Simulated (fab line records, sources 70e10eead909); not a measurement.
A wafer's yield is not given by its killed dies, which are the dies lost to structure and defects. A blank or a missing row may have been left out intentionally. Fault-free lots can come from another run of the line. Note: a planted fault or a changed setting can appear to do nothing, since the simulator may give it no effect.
The tool behind it: which one? + flow nand-harc + 11 lots, 31 wafers sampled, at 4 steps of a route of 1302

== WHAT THE GAUGES SHOWED, per wafer ==
The record holds no reading of a measuring or inspecting step that can be judged against a usual standard deviation.

== TOOL THAT RAN EACH LOT (tool first, then ch and the chambers of the sampled wafers, then the start) ==
| lot  | NHARC_A_BONDPAD_DESCUM_11          | NHARC_A_BONDPAD_ETCH_12                       | NHARC_A_BONDPAD_STRIP_15           | NHARC_HYBRID_BOND_ACTIVATE_00      |
|------|------------------------------------|-----------------------------------------------|------------------------------------|------------------------------------|
| L805 | rie-diel-13 ch 0,3, day 23 12:49   | rie-diel-13 ch 0,3, day 23 13:14 or earlier   | rie-diel-06 ch 0,1, day 23 13:14   | rie-diel-08 ch 0,1, day 23 15:28   |
| L807 | rie-diel-06 ch 0,1,3, day 24 00:34 | rie-diel-06 ch 0,2,3, day 24 00:57 or earlier | rie-diel-13 ch 1,2,3, day 24 00:57 | rie-diel-11 ch 1,2,3, day 24 03:15 |
| L809 | rie-diel-06 ch 1,2,3, day 24 18:58 | rie-diel-06 ch 1,3, day 24 19:25 or earlier   | rie-diel-06 ch 1,2, day 24 19:25   | rie-diel-11 ch 0,1,2, day 24 21:41 |
| L813 | rie-diel-13 ch 0,2, day 27 03:17   | rie-diel-13 ch 1,2, day 27 03:43 or earlier   | rie-diel-13 ch 0,1, day 27 03:43   | rie-diel-08 ch 2,3, day 27 06:02   |
| L814 | rie-diel-06 ch 1,2, day 27 06:08   | rie-diel-06 ch 1,2, day 27 06:32 or earlier   | rie-diel-06 ch 0,2, day 27 06:32   | rie-diel-08 ch 0,2, day 27 08:51   |
| L822 | rie-diel-06 ch 1,2,3, day 30 06:26 | rie-diel-06 ch 1,2, day 30 06:52 or earlier   | rie-diel-06 ch 0,1,3, day 30 06:52 | rie-diel-11 ch 0,1,2, day 30 09:08 |
| L821 | rie-diel-06 ch 0,2,3, day 30 08:04 | rie-diel-06 ch 1,3, day 30 08:27 or earlier   | rie-diel-06 ch 0,1, day 30 08:27   | rie-diel-08 ch 0,1,2, day 30 10:44 |
| L823 | rie-diel-06 ch 0,3, day 31 01:24   | rie-diel-06 ch 0,1,3, day 31 01:48 or earlier | rie-diel-12 ch 1,3, day 31 01:48   | rie-diel-11 ch 0,3, day 31 04:01   |
| L826 | rie-diel-06 ch 0,2, day 31 15:50   | rie-diel-06 ch 0,1,3, day 31 16:14 or earlier | rie-diel-12 ch 0,3, day 31 16:14   | rie-diel-08 ch 0,1,2, day 31 18:29 |
| L825 | rie-diel-12 ch 0,1,2, day 31 17:08 | rie-diel-12 ch 1,2,3, day 31 17:32 or earlier | rie-diel-13 ch 0,1,3, day 31 17:32 | rie-diel-08 ch 1,2,3, day 31 19:47 |
| L827 | rie-diel-06 ch 0,1,3, day 33 06:13 | rie-diel-06 ch 0,3, day 33 06:40 or earlier   | rie-diel-06 ch 0,1,3, day 33 06:40 | rie-diel-08 ch 2,3, day 33 08:56   |
- NHARC_A_BONDPAD_DESCUM_11: chemistry O2, time 3 s.
- NHARC_A_BONDPAD_ETCH_12: etches the open film in CHF3/O2, target depth 220 nm, time 110 s.
- NHARC_A_BONDPAD_STRIP_15: strips in O2.
- NHARC_HYBRID_BOND_ACTIVATE_00: chemistry N2, time 60 s.

== WHAT THE TOOLS THEMSELVES READ (means of the sampled wafers that have a number; where no wafer has one, the mark that the record gives instead) ==
NHARC_A_BONDPAD_DESCUM_11.
| lot  | tool        | drypump-motor-current-A (A) | oes-product-au (a.u.) | rf-vpp-V (V) | showerhead-plenum-p-Torr (Torr) | throttle-valve-pct (%) |
|------|-------------|-----------------------------|-----------------------|--------------|---------------------------------|------------------------|
| L805 | rie-diel-13 | 5.6                         | 0.999                 | 57.8         | 1.86                            | 11.308                 |
| L807 | rie-diel-06 | 5.7                         | 1.000                 | 58.1         | 1.90                            | 11.315                 |
| L809 | rie-diel-06 | 5.9                         | 1.001                 | 57.8         | 1.98                            | 11.311                 |
| L813 | rie-diel-13 | 6.0                         | 1.004                 | 57.4         | 1.96                            | 11.312                 |
| L814 | rie-diel-06 | 5.7                         | 0.995                 | 58.5         | 2.00                            | 11.314                 |
| L822 | rie-diel-06 | 5.9                         | 1.006                 | 58.0         | 1.98                            | 11.307                 |
| L821 | rie-diel-06 | 6.0                         | 0.998                 | 57.7         | 1.94                            | 11.310                 |
| L823 | rie-diel-06 | 5.9                         | 0.991                 | 57.6         | 1.85                            | 11.304                 |
| L826 | rie-diel-06 | 5.9                         | 1.002                 | 57.5         | 1.97                            | 11.303                 |
| L825 | rie-diel-12 | 5.7                         | 1.006                 | 57.5         | 1.93                            | 11.310                 |
| L827 | rie-diel-06 | 5.7                         | 1.003                 | 57.7         | 1.90                            | 11.313                 |

NHARC_A_BONDPAD_ETCH_12.
| lot  | tool        | drypump-motor-current-A (A) | oes-product-au (a.u.) | rf-vpp-V (V) | showerhead-plenum-p-Torr (Torr) | throttle-valve-pct (%) |
|------|-------------|-----------------------------|-----------------------|--------------|---------------------------------|------------------------|
| L805 | rie-diel-13 | 5.5                         | 0.954                 | 369.5        | 2.32                            | 20.568                 |
| L807 | rie-diel-06 | 6.1                         | 0.918                 | 371.8        | 2.43                            | 20.574                 |
| L809 | rie-diel-06 | 5.6                         | 0.946                 | 371.6        | 2.44                            | 20.564                 |
| L813 | rie-diel-13 | 5.9                         | 0.915                 | 370.0        | 2.41                            | 20.566                 |
| L814 | rie-diel-06 | 5.7                         | 0.927                 | 372.7        | 2.50                            | 20.573                 |
| L822 | rie-diel-06 | 5.8                         | 0.954                 | 374.3        | 2.52                            | 20.567                 |
| L821 | rie-diel-06 | 5.6                         | 0.976                 | 372.4        | 2.44                            | 20.577                 |
| L823 | rie-diel-06 | 5.7                         | 0.937                 | 369.8        | 2.38                            | 20.561                 |
| L826 | rie-diel-06 | 5.7                         | 0.979                 | 370.3        | 2.38                            | 20.577                 |
| L825 | rie-diel-12 | 6.0                         | 0.919                 | 368.4        | 2.35                            | 20.579                 |
| L827 | rie-diel-06 | 6.1                         | 0.959                 | 370.4        | 2.39                            | 20.577                 |

NHARC_A_BONDPAD_STRIP_15.
| lot  | tool        | drypump-motor-current-A (A) | oes-product-au (a.u.) | rf-vpp-V (V) | showerhead-plenum-p-Torr (Torr) | throttle-valve-pct (%) |
|------|-------------|-----------------------------|-----------------------|--------------|---------------------------------|------------------------|
| L805 | rie-diel-06 | 5.3                         | 1.002                 | 57.1         | 3.50                            | 17.029                 |
| L807 | rie-diel-13 | 5.8                         | 0.989                 | 58.3         | 3.49                            | 17.031                 |
| L809 | rie-diel-06 | 5.5                         | 0.992                 | 57.9         | 3.65                            | 17.036                 |
| L813 | rie-diel-13 | 5.7                         | 0.997                 | 58.6         | 3.37                            | 17.038                 |
| L814 | rie-diel-06 | 5.9                         | 0.993                 | 56.9         | 3.55                            | 17.037                 |
| L822 | rie-diel-06 | 5.7                         | 0.997                 | 57.7         | 3.50                            | 17.024                 |
| L821 | rie-diel-06 | 5.3                         | 0.995                 | 57.8         | 3.49                            | 17.033                 |
| L823 | rie-diel-12 | 6.4                         | 0.998                 | 56.7         | 3.41                            | 17.030                 |
| L826 | rie-diel-12 | 6.1                         | 0.995                 | 57.8         | 3.57                            | 17.032                 |
| L825 | rie-diel-13 | 5.6                         | 1.000                 | 58.4         | 3.52                            | 17.039                 |
| L827 | rie-diel-06 | 5.8                         | 0.991                 | 57.8         | 3.50                            | 17.037                 |

NHARC_HYBRID_BOND_ACTIVATE_00.
| lot  | tool        | drypump-motor-current-A (A) | oes-product-au (a.u.) | rf-vpp-V (V) | run-length-s (s) | showerhead-plenum-p-Torr (Torr) |
|------|-------------|-----------------------------|-----------------------|--------------|------------------|---------------------------------|
| L805 | rie-diel-08 | 5.4                         | 1.009                 | 64.5         | 81.3             | 1.86                            |
| L807 | rie-diel-11 | 5.8                         | 0.998                 | 63.6         | 81.2             | 1.73                            |
| L809 | rie-diel-11 | 5.9                         | 0.988                 | 63.7         | 81.1             | 1.79                            |
| L813 | rie-diel-08 | 6.2                         | 0.999                 | 64.0         | 77.0             | 1.69                            |
| L814 | rie-diel-08 | 6.1                         | 1.000                 | 65.0         | 77.0             | 1.80                            |
| L822 | rie-diel-11 | 5.9                         | 0.987                 | 63.9         | 81.0             | 1.79                            |
| L821 | rie-diel-08 | 5.7                         | 1.006                 | 64.6         | 81.1             | 1.82                            |
| L823 | rie-diel-11 | 6.0                         | 0.988                 | 63.7         | 80.9             | 1.77                            |
| L826 | rie-diel-08 | 5.7                         | 1.001                 | 63.9         | 81.0             | 1.82                            |
| L825 | rie-diel-08 | 5.7                         | 0.996                 | 64.3         | 81.1             | 1.75                            |
| L827 | rie-diel-08 | 6.3                         | 0.986                 | 63.5         | 80.8             | 1.71                            |

== THE ANSWER, worked out from the rows above alone ==
Rule: the lots themselves supply what counts as usual. The widest of any qualifying gaps counts: lots, ordered by their means at a reading, are off when they make up no more than a third of the lots, leave a main group of 4 or more, and stand apart from it by 3 or more times the standard deviation of that group's means. The tables above print the reading to a certain number of digits; a main group whose means all agree to those digits is not used. Also off: a lot with no number at a reading for which 4 or more lots have one. Any other lot the step has rows for is counted as sound. The gauges are gone through in route order, then the tools' own readings, and for those a lot's mean is taken as printed above. At the first step where some lot is off, the reading lying furthest off is the one used; lots without a number count as furthest.
Off at NHARC_HYBRID_BOND_ACTIVATE_00 (run-length-s): L813, L814. Main group: mean 81.1 s, sd 0.14.
A tool fits if, at that step or a process step before it, it ran every lot that is off, and no sound lot after the first of them. Because NHARC_A_BONDPAD_ETCH_12 lacks a start for some lots, the hours and order of its lots are taken from NHARC_A_BONDPAD_STRIP_15. Of those tried, none fits.

== WHAT THE SIMULATOR HAD PUT IN ==
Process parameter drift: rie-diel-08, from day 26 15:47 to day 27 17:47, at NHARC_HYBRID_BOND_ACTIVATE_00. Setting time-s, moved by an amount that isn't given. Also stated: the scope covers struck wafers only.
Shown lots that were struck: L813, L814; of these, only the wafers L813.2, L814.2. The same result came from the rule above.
